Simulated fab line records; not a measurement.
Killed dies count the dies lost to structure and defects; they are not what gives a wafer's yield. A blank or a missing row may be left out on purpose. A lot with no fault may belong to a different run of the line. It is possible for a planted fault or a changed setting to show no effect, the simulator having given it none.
Which tool did it? ; flow n5Finfet ; 33 wafers from 13 lots sampled at 4 of the route's 1938 steps

WHAT EACH GAUGE READ, for each wafer
N5_SDB_CD_MEAS_11: the cd target is 50 nm. Usual: 50.1 nm for cdNm, sd 1.3.
lot;measured;on;cdNm (nm);flag
L105;day 3 18:47;cdSem-03;46.8 47.2 46.9;
L108;day 4 12:18;cdSem-02;50.0 49.6 52.5;
L110;day 4 23:43;cdSem-03;50.6 49.3;
L111;day 5 05:19;cdSem-03;50.3 49.7;
L112;day 5 15:39;cdSem-03;50.5 50.8;
L113;day 5 21:56;cdSem-02;48.5 50.7 47.9;
L118;day 7 00:54;cdSem-02;50.5 49.1;
L119;day 7 04:58;cdSem-02;49.5 51.3;
L120;day 7 11:22;cdSem-01;51.5 52.9;
L123;day 8 04:50;cdSem-01;50.8 52.3 51.1;
L125;day 8 17:51;cdSem-01;49.8 49.6 49.3;
L126;day 9 04:31;cdSem-03;49.5 49.7 48.1;
L127;day 9 05:02;cdSem-01;49.7 49.7 49.2;

TOOL THAT RAN EACH LOT (tool first, then ch and the chambers of the sampled wafers, then the start)
lot;N5_SD_EPI_P_SD_RECESS_17;N5_SDB_HM_DEP_00;N5_SDB_COAT_04
L105;rieSi-03 ch 0,1, day 3 08:08;pecvd-02 ch 1,2, day 3 18:27;lithoTrack-05 ch 0, day 3 18:32
L108;rieSi-05 ch 1,2,3, day 4 01:44;pecvd-04 ch 0,1, day 4 11:51;lithoTrack-05 ch 0, day 4 11:56
L110;rieSi-05 ch 1, day 4 12:28;pecvd-04 ch 2, day 4 23:16;lithoTrack-04 ch 0, day 4 23:21
L111;rieSi-01 ch 0,2, day 4 17:32;pecvd-02 ch 1,2, day 5 04:52;lithoTrack-01 ch 0, day 5 04:56
L112;rieSi-01 ch 0,3, day 5 04:49;pecvd-03 ch 0,2, day 5 15:13;lithoTrack-04 ch 0, day 5 15:17
L113;rieSi-03 ch 0,1,2, day 5 10:24;pecvd-04 ch 0,1,2, day 5 21:37;lithoTrack-01 ch 0, day 5 21:42
L118;rieSi-01 ch 0,2, day 6 13:01;pecvd-02 ch 0,1, day 7 00:34;lithoTrack-01 ch 0, day 7 00:40
L119;rieSi-03 ch 1,3, day 6 17:42;pecvd-03 ch 0,2, day 7 04:38;lithoTrack-01 ch 0, day 7 04:43
L120;rieSi-01 ch 1,3, day 6 23:57;pecvd-04 ch 0,1, day 7 11:02;lithoTrack-01 ch 0, day 7 11:07
L123;rieSi-03 ch 0,2,3, day 7 16:49;pecvd-03 ch 1,2, day 8 04:31;lithoTrack-05 ch 0, day 8 04:36
L125;rieSi-03 ch 0,1, day 8 06:58;pecvd-02 ch 0,2, day 8 17:31;lithoTrack-05 ch 0, day 8 17:37
L126;rieSi-05 ch 0,2,3, day 8 16:46;pecvd-03 ch 0,1,2, day 9 04:05;lithoTrack-05 ch 0, day 9 04:08
L127;rieSi-01 ch 1,2,3, day 8 17:01;pecvd-03 ch 1,2, day 9 04:42;lithoTrack-05 ch 0, day 9 04:47
- N5_SD_EPI_P_SD_RECESS_17: chemistry HBr/Cl2/O2, target depth 39.1 nm, bt time 3 s.
- N5_SDB_HM_DEP_00: deposits SiNx from SiH4/NH3/N2, target thk 40 nm, time 35.3 s.
- N5_SDB_COAT_04: time 60 s, resist thk 18 nm.

AS READ BY THE TOOLS THEMSELVES (means over the sampled wafers that have a number; for cases with no such wafer, the mark the record gives instead)
N5_SD_EPI_P_SD_RECESS_17. Usual: drypumpMotorCurrentA 5.34 A, standard deviation 0.26; oesProductAu 0.994 a.u., standard deviation 0.012; rfFwdPowerW 795.1 W, standard deviation 2.8; throttleValvePct 37.2 %, standard deviation 0.46.
lot;tool;drypumpMotorCurrentA (A);oesProductAu (a.u.);rfFwdPowerW (W);throttleValvePct (%);flag
L105;rieSi-03;5.43;0.981;791.8;36.5;
L108;rieSi-05;5.59;0.985;798.5;37.1;
L110;rieSi-05;5.55;0.991;797.5;36.6;
L111;rieSi-01;5.46;1.003;796.5;37.7;
L112;rieSi-01;5.53;1.003;798.1;37.0;
L113;rieSi-03;5.37;0.990;794.0;36.8;
L118;rieSi-01;5.45;0.999;796.1;37.6;
L119;rieSi-03;5.18;0.982;795.2;36.8;
L120;rieSi-01;5.17;0.995;794.8;37.3;
L123;rieSi-03;5.23;0.998;793.6;37.0;
L125;rieSi-03;5.42;0.994;795.0;36.6;
L126;rieSi-05;5.38;0.986;796.9;37.2;
L127;rieSi-01;5.23;0.997;794.2;37.8;

N5_SDB_HM_DEP_00. Usual: heaterPowerW 705 W, standard deviation 52; rfFwdPowerW 297.9 W, standard deviation 1; showerheadPlenumPTorr 5.09 Torr, standard deviation 0.062; showerheadVppV 1061 V, standard deviation 51; throttleValvePct 40.9 %, standard deviation 2.3.
lot;tool;heaterPowerW (W);rfFwdPowerW (W);showerheadPlenumPTorr (Torr);showerheadVppV (V);throttleValvePct (%);flag
L105;pecvd-02;693;296.4;5.12;1093;40.3;
L108;pecvd-04;721;297.3;5.07;1074;41.5;
L110;pecvd-04;673;297.1;5.03;996;39.5;
L111;pecvd-02;618;297.5;5.11;1110;41.2;
L112;pecvd-03;768;296.5;5.17;1047;38.9;
L113;pecvd-04;709;297.3;5.04;1065;40.6;
L118;pecvd-02;648;298.1;5.08;1104;43.9;
L119;pecvd-03;732;298.6;5.16;1032;38.9;
L120;pecvd-04;678;297.4;5.05;1076;41.4;
L123;pecvd-03;685;297.6;5.14;1017;40.4;
L125;pecvd-02;720;297.0;5.12;1076;40.5;
L126;pecvd-03;713;297.5;5.17;1038;40.4;
L127;pecvd-03;679;298.7;5.16;1005;38.3;

N5_SDB_COAT_04. Usual: exhaustPa 45.2 Pa, standard deviation 0.84; heaterPowerTotalW 427.4 W, standard deviation 2.1; runLengthS 66.43 s, standard deviation 0.15.
lot;tool;exhaustPa (Pa);heaterPowerTotalW (W);runLengthS (s);flag
L105;lithoTrack-05;45.9;429.7;66.43;
L108;lithoTrack-05;46.2;427.6;66.35;
L110;lithoTrack-04;43.5;428.8;66.41;
L111;lithoTrack-01;45.2;426.6;66.51;
L112;lithoTrack-04;44.7;426.6;66.19;
L113;lithoTrack-01;45.4;424.9;66.49;
L118;lithoTrack-01;44.7;451.3;61.10;OFF
L119;lithoTrack-01;45.2;452.5;61.27;OFF
L120;lithoTrack-01;44.3;481.4;55.73;OFF
L123;lithoTrack-05;44.5;427.5;66.42;
L125;lithoTrack-05;45.7;428.3;66.49;
L126;lithoTrack-05;45.2;426.3;66.41;
L127;lithoTrack-05;45.0;425.8;66.47;

THE ANSWER, worked out from the rows above alone
Rule: lot off if the mean of its wafers having a number is beyond 3 standard deviations from the usual mean. A lot without any number at a reading at which 4 lots or more have one is off too. Any other lot the step has rows for is counted as sound. First the gauges in route order, then the tools' own readings, where a lot's mean is used as printed above. At the first step where some lot is off, the reading lying furthest off is the one used; lots without a number count as furthest.
Off: L118, L119, L120 (N5_SDB_COAT_04, runLengthS).
If a tool, at that step or one of the process steps before it, ran each lot that is off and ran no sound lot following the first of them, it fits. One fits: N5_SDB_COAT_04 on lithoTrack-01. Its last sound lot is L113 (day 5 21:42), its first lot that is off L118 (day 7 00:40): a fault that began between those two fits.
The tool's own readings at N5_SDB_COAT_04 bear it out: on the lots that are off they differ by more than 5 times the standard deviation of the sound lots' means. heaterPowerTotalW reads 461.7 W there against 427.2 W on the sound lots; runLengthS reads 59.37 s there against 66.42 s on the sound lots.

WHAT HAD BEEN PUT IN BY THE SIMULATOR
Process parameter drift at N5_SDB_COAT_04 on lithoTrack-01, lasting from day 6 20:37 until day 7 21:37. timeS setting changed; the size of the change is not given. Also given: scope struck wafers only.
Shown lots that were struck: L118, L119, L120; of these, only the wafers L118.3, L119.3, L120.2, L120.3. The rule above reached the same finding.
